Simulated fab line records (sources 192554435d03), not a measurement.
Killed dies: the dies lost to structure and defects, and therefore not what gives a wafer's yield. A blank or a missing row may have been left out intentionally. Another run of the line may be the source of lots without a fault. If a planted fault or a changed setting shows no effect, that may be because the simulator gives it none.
Split-lot trial :: flow n5_finfet :: route with 1938 steps; 7 lots, 21 wafers read

## ABOUT THE SPLIT
At N5_BEOL_M3_DESCUM_33 (chemistry O2, time 7 s), the setting time_s was moved away from the recipe's 7 s on 4 of the 21 wafers read, by -15.2% to +22.4%. The other wafers ran this setting at the recipe's value.

The reading comes from the split's own step.

## THE READING
CAR-EUV_of_BEOL_M3_COAT_22.thk_nm (the simulator's own value, which no gauge read), in nm, at N5_BEOL_M3_DESCUM_33 (chemistry O2, time 7 s). The file gives no usual value for it. Across the 17 wafers here that went through the recipe, the average is 26.1 nm and the standard deviation 0.12 nm.

wafer: L074.2
tool, chamber at the split: rie_diel-03, 1,0
time_s as run, s: 7
against the recipe: recipe
CAR-EUV_of_BEOL_M3_COAT_22.thk_nm, nm: 26
against lot-mates on the recipe: -

wafer: L074.3
tool, chamber at the split: rie_diel-03, 1,0
time_s as run, s: 7
against the recipe: recipe
CAR-EUV_of_BEOL_M3_COAT_22.thk_nm, nm: 26
against lot-mates on the recipe: -

wafer: L074.4
tool, chamber at the split: rie_diel-03, 3
time_s as run, s: 8.569
against the recipe: +22.4%
CAR-EUV_of_BEOL_M3_COAT_22.thk_nm, nm: 25.2
against lot-mates on the recipe: -0.8

wafer: L076.3
tool, chamber at the split: rie_diel-03, 1
time_s as run, s: 5.937
against the recipe: -15.2%
CAR-EUV_of_BEOL_M3_COAT_22.thk_nm, nm: 26.6
against lot-mates on the recipe: +0.4

wafer: L076.6
tool, chamber at the split: rie_diel-03, 1
time_s as run, s: 5.937
against the recipe: -15.2%
CAR-EUV_of_BEOL_M3_COAT_22.thk_nm, nm: 26.6
against lot-mates on the recipe: +0.4

wafer: L076.4
tool, chamber at the split: rie_diel-03, 0
time_s as run, s: 7
against the recipe: recipe
CAR-EUV_of_BEOL_M3_COAT_22.thk_nm, nm: 26.2
against lot-mates on the recipe: -

wafer: L080.3
tool, chamber at the split: rie_diel-02, 1,0
time_s as run, s: 7
against the recipe: recipe
CAR-EUV_of_BEOL_M3_COAT_22.thk_nm, nm: 26.2
against lot-mates on the recipe: -

wafer: L080.5
tool, chamber at the split: rie_diel-02, 1,0
time_s as run, s: 7
against the recipe: recipe
CAR-EUV_of_BEOL_M3_COAT_22.thk_nm, nm: 26.2
against lot-mates on the recipe: -

wafer: L080.4
tool, chamber at the split: rie_diel-02, 1
time_s as run, s: 7
against the recipe: recipe
CAR-EUV_of_BEOL_M3_COAT_22.thk_nm, nm: 26
against lot-mates on the recipe: -

wafer: L085.3
tool, chamber at the split: rie_diel-04, 1
time_s as run, s: 7
against the recipe: recipe
CAR-EUV_of_BEOL_M3_COAT_22.thk_nm, nm: 26.4
against lot-mates on the recipe: -

wafer: L085.4
tool, chamber at the split: rie_diel-04, 2
time_s as run, s: 6.332
against the recipe: -9.5%
CAR-EUV_of_BEOL_M3_COAT_22.thk_nm, nm: 26.4
against lot-mates on the recipe: +0.1

wafer: L085.5
tool, chamber at the split: rie_diel-04, 1
time_s as run, s: 7
against the recipe: recipe
CAR-EUV_of_BEOL_M3_COAT_22.thk_nm, nm: 26.2
against lot-mates on the recipe: -

wafer: L088.4
tool, chamber at the split: rie_diel-03, 0,3
time_s as run, s: 7
against the recipe: recipe
CAR-EUV_of_BEOL_M3_COAT_22.thk_nm, nm: 26.2
against lot-mates on the recipe: -

wafer: L088.6
tool, chamber at the split: rie_diel-03, 0,3
time_s as run, s: 7
against the recipe: recipe
CAR-EUV_of_BEOL_M3_COAT_22.thk_nm, nm: 26.2
against lot-mates on the recipe: -

wafer: L088.5
tool, chamber at the split: rie_diel-03, 2
time_s as run, s: 7
against the recipe: recipe
CAR-EUV_of_BEOL_M3_COAT_22.thk_nm, nm: 26
against lot-mates on the recipe: -

wafer: L093.2
tool, chamber at the split: rie_diel-02, 0
time_s as run, s: 7
against the recipe: recipe
CAR-EUV_of_BEOL_M3_COAT_22.thk_nm, nm: 26.2
against lot-mates on the recipe: -

wafer: L093.3
tool, chamber at the split: rie_diel-02, 1,0
time_s as run, s: 7
against the recipe: recipe
CAR-EUV_of_BEOL_M3_COAT_22.thk_nm, nm: 26
against lot-mates on the recipe: -

wafer: L093.5
tool, chamber at the split: rie_diel-02, 1,0
time_s as run, s: 7
against the recipe: recipe
CAR-EUV_of_BEOL_M3_COAT_22.thk_nm, nm: 26
against lot-mates on the recipe: -

wafer: L091.1
tool, chamber at the split: rie_diel-02, 0
time_s as run, s: 7
against the recipe: recipe
CAR-EUV_of_BEOL_M3_COAT_22.thk_nm, nm: 26
against lot-mates on the recipe: -

wafer: L091.2
tool, chamber at the split: rie_diel-02, 3
time_s as run, s: 7
against the recipe: recipe
CAR-EUV_of_BEOL_M3_COAT_22.thk_nm, nm: 26.2
against lot-mates on the recipe: -

wafer: L091.6
tool, chamber at the split: rie_diel-02, 3
time_s as run, s: 7
against the recipe: recipe
CAR-EUV_of_BEOL_M3_COAT_22.thk_nm, nm: 26.2
against lot-mates on the recipe: -
If several chambers appear in one row, that row covers several wafers at once and the file leaves open which wafer was in which chamber.

THE FIT
A straight line over all 21 wafers: CAR-EUV_of_BEOL_M3_COAT_22.thk_nm changes by -0.036 nm for each +1% of time_s; r = -0.92; the points scatter about the line by 0.12 nm.
The same after taking each lot's own level away (the mean of its wafers on the recipe; 21 wafers): -0.0298 nm for each +1%; r = -0.92; scatter 0.096 nm.
On that fit, the largest move of time_s shifts the reading by 0.67 nm.
Measured against the standard deviation above, the lots' own levels, which go from 26.00 to 26.30 nm, span 2.5 times it.
So the slope is not independent of the lot-to-lot level: the two fits are not the same.
Check: for one of the wafers moved furthest among these (+22.4%), held out of the fit, the line's prediction against its lot-mates is -0.539 nm. It came out at -0.8 nm against them.

## OTHER SPLITS ON THESE WAFERS
Before the reading, these wafers also passed through other splits. Each is held against what the fit with the lots' levels taken away leaves over:
other split on the same wafers: N5_HKMG_FIN_ETCH_86 target_depth_a
wafers away from the commonest value: 7
r with CAR-EUV_of_BEOL_M3_COAT_22.thk_nm (lot level and that fit taken away): +0.20

other split on the same wafers: N5_MOL_CONTACT_COAG_CONTACT_ETCH_14 source_w
wafers away from the commonest value: 7
r with CAR-EUV_of_BEOL_M3_COAT_22.thk_nm (lot level and that fit taken away): +0.31

other split on the same wafers: N5_MOL_CONTACT_COAG_ETCH_67 source_w
wafers away from the commonest value: 4
r with CAR-EUV_of_BEOL_M3_COAT_22.thk_nm (lot level and that fit taken away): +0.01

other split on the same wafers: N5_MOL_CONTACT_COAG_ETCHBACK_136 target_depth_a
wafers away from the commonest value: 6
r with CAR-EUV_of_BEOL_M3_COAT_22.thk_nm (lot level and that fit taken away): +0.14

other split on the same wafers: N5_BEOL_M0_SAQP_SPACER1_ALD_98 temp_c
wafers away from the commonest value: 6
r with CAR-EUV_of_BEOL_M3_COAT_22.thk_nm (lot level and that fit taken away): +0.03

other split on the same wafers: N5_BEOL_M0_ETCH_138 source_w
wafers away from the commonest value: 6
r with CAR-EUV_of_BEOL_M3_COAT_22.thk_nm (lot level and that fit taken away): -0.14

other split on the same wafers: N5_BEOL_M1_ETCH_64 bias_w
wafers away from the commonest value: 8
r with CAR-EUV_of_BEOL_M3_COAT_22.thk_nm (lot level and that fit taken away): +0.10

other split on the same wafers: N5_BEOL_M2_COAT_68 spin_rpm
wafers away from the commonest value: 4
r with CAR-EUV_of_BEOL_M3_COAT_22.thk_nm (lot level and that fit taken away): +0.23

## THE FILE'S OWN FIT
CAR-EUV_of_BEOL_M3_COAT_22.thk_nm changes by -0.0303 nm for each +1% of time_s, r = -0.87.
